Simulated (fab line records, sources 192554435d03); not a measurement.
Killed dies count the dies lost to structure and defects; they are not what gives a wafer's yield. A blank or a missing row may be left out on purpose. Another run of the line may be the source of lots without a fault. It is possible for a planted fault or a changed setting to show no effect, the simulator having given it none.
Split-lot trial -- flow n5-finfet -- route with 1938 steps; 7 lots, 39 wafers read

## THE SPLIT
At N5_BEOL_M11_TRENCH_ETCH_37 (etches SiCOH lowk in C4F6/O2, target depth 148.83 nm, time 48 s), the setting time-s was moved away from the recipe's 48 s on 15 of the 39 wafers read, by -43.8% to +49.2%. The other wafers ran this setting at the recipe's value.

## FROM THE SPLIT TO THE READING: what the file shows between them, 8 steps
- N5_BEOL_M11_ETCH_41: etches SiCN in CH3F/O2, target depth 42.6 nm, time 86 s
- N5_BEOL_M11_STRIP_77: strips in N2/H2, time 10 s
- N5_BEOL_M11_OCD_MEAS_38
- N5_BEOL_M11_HM_STRIP_39: strips TiN in peroxide tin strip, target depth 25 nm, time 158 s
- N5_BEOL_M11_SRD_40: time 30 s
- N5_BEOL_M11_ECD_50: material Cu, target thk 318 nm
- N5_BEOL_M11_ANNEAL_51: time 90 s
- N5_BEOL_M11_CMP_52: polishes, stops on SiCOH lowk, t overpolish 7 s, target thk 140 nm

## THE READING
M11_THK, in nm, at N5_BEOL_M11_THK_MEAS_53 (measures by xrf). On this fab line, fault-free wafers typically give 143 nm with a standard deviation of 3.1 nm.

wafer,"tool, chamber at the split","time-s as run, s",against the recipe,"M11_THK, nm",against lot-mates on the recipe
L077.1,"rie-diel-03, 1",48,recipe,148,-
L077.2,"rie-diel-03, 0",48,recipe,144,-
L077.3,"rie-diel-03, 3",70.85,+47.6%,219,+73
L077.4,"rie-diel-03, 2",70.85,+47.6%,220,+74
L077.5,"rie-diel-03, 2",70.85,+47.6%,219,+73
L077.6,"rie-diel-03, 1",48,recipe,145,-
L080.1,"rie-diel-02, 3",48,recipe,140,-
L080.2,"rie-diel-02, 0",26.97,-43.8%,73,-68
L080.3,"rie-diel-02, 2",26.97,-43.8%,76,-65
L080.4,"rie-diel-02, 1",26.97,-43.8%,76,-65
L080.5,"rie-diel-02, 2",48,recipe,141,-
L080.6,"rie-diel-02, 1",48,recipe,142,-
L082.1,"rie-diel-02, 2",29.89,-37.7%,86,-56
L082.2,"rie-diel-02, 1",29.89,-37.7%,85,-57
L082.3,"rie-diel-02, 3",48,recipe,141,-
L082.4,"rie-diel-02, 0",29.89,-37.7%,82,-60
L082.5,"rie-diel-02, 1",48,recipe,142,-
L082.6,"rie-diel-02, 2",48,recipe,142,-
L086.1,"rie-diel-02, 0",71.61,+49.2%,211,+70
L086.2,"rie-diel-02, 1",71.61,+49.2%,217,+76
L086.3,"rie-diel-02, 3",48,recipe,140,-
L086.4,"rie-diel-02, 1",48,recipe,143,-
L086.5,"rie-diel-02, 3",48,recipe,139,-
L086.6,"rie-diel-02, 0",71.61,+49.2%,209,+68
L089.1,"rie-diel-02, 1,3",48,recipe,142,-
L089.2,"rie-diel-02, 0",48,recipe,136,-
L089.3,"rie-diel-02, 1,3",48,recipe,142,-
L091.1,"rie-diel-03, 3",48,recipe,143,-
L091.2,"rie-diel-03, 0",48,recipe,143,-
L091.3,"rie-diel-03, 1",48,recipe,143,-
L091.4,"rie-diel-03, 2",48,recipe,144,-
L091.5,"rie-diel-03, 1",48,recipe,143,-
L091.6,"rie-diel-03, 2",48,recipe,143,-
L096.1,"rie-diel-02, 2",48,recipe,141,-
L096.2,"rie-diel-02, 1",37.38,-22.1%,107,-32
L096.3,"rie-diel-02, 0",48,recipe,138,-
L096.4,"rie-diel-02, 3",37.38,-22.1%,106,-33
L096.5,"rie-diel-02, 2",37.38,-22.1%,110,-29
L096.6,"rie-diel-02, 3",48,recipe,137,-
The file does not say which wafer passed through which chamber wherever a row lists several chambers: such a row stands for several wafers.

THE FIT
A straight line over all 39 wafers: M11_THK changes by +1.53 nm for each +1% of time-s; r = +1.00; the points scatter about the line by 3.1 nm.
The same after taking each lot's own level away (the mean of its wafers on the recipe; 39 wafers): +1.5 nm for each +1%; r = +1.00; scatter 2.1 nm.
On that fit, the largest move of time-s shifts the reading by 74 nm.
From 138.7 to 145.7 nm: that is the span of the lots' own levels, equal to 2.3 times the standard deviation above.
Hence the lot-to-lot level has little effect on the slope; both slopes agree.
Check: for one of the wafers moved furthest among these (+49.2%), held out of the fit, the line's prediction against its lot-mates is +74.4 nm. It came out at +70.3 nm against them.

## OTHER SPLITS ON THESE WAFERS
These wafers also went through other splits before the reading. Each is held against what the fit with the lots' levels taken away leaves over:
other split on the same wafers,wafers away from the commonest value,r with M11_THK (lot level and that fit taken away)
N5_BEOL_M10_TRENCH_ETCH_37 time-s,12,-0.06

## THE WHOLE CHAIN: every reading that the file lists as answering this split, in the file's order
step,what it does,reading,change (the file's fit),r (the file's)
N5_BEOL_M11_TRENCH_ETCH_37,"etches SiCOH lowk in C4F6/O2, target depth 148.83 nm, time 48 s","BEOL_M11.feature-depth-nm (the simulator's own value, which no gauge read)",+1.48 nm for each +1% of the setting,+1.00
N5_BEOL_M11_TRENCH_ETCH_37,"etches SiCOH lowk in C4F6/O2, target depth 148.83 nm, time 48 s","etch.depth-nm (the simulator's own value, which no gauge read)",+1.48 nm for each +1% of the setting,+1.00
N5_BEOL_M11_TRENCH_ETCH_37,"etches SiCOH lowk in C4F6/O2, target depth 148.83 nm, time 48 s","TiN_of_BEOL_M11_HM_DEP_02.thk-nm (the simulator's own value, which no gauge read)",-0.0408 nm for each +1% of the setting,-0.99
N5_BEOL_M11_OCD_MEAS_38,,trench-depth-nm,+1.48 nm for each +1% of the setting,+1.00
N5_BEOL_M11_CMP_52,"polishes, stops on SiCOH lowk, t overpolish 7 s, target thk 140 nm","Cu_of_BEOL_M11_ECD_50.thk-nm (the simulator's own value, which no gauge read)",+1.47 nm for each +1% of the setting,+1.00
N5_BEOL_M11_THK_MEAS_53,measures by xrf,M11_THK,+1.5 for each +1% of the setting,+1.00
N5_BEOL_M11_RS_MEAS_57,measures by four-point-probe,M11_RS,"not straight: 0.315 at the lowest setting, 0.150 at the recipe, 0.097 at the highest",not given

## THE FILE'S OWN FIT
M11_THK changes by +1.5 nm for each +1% of time-s, r = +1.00.
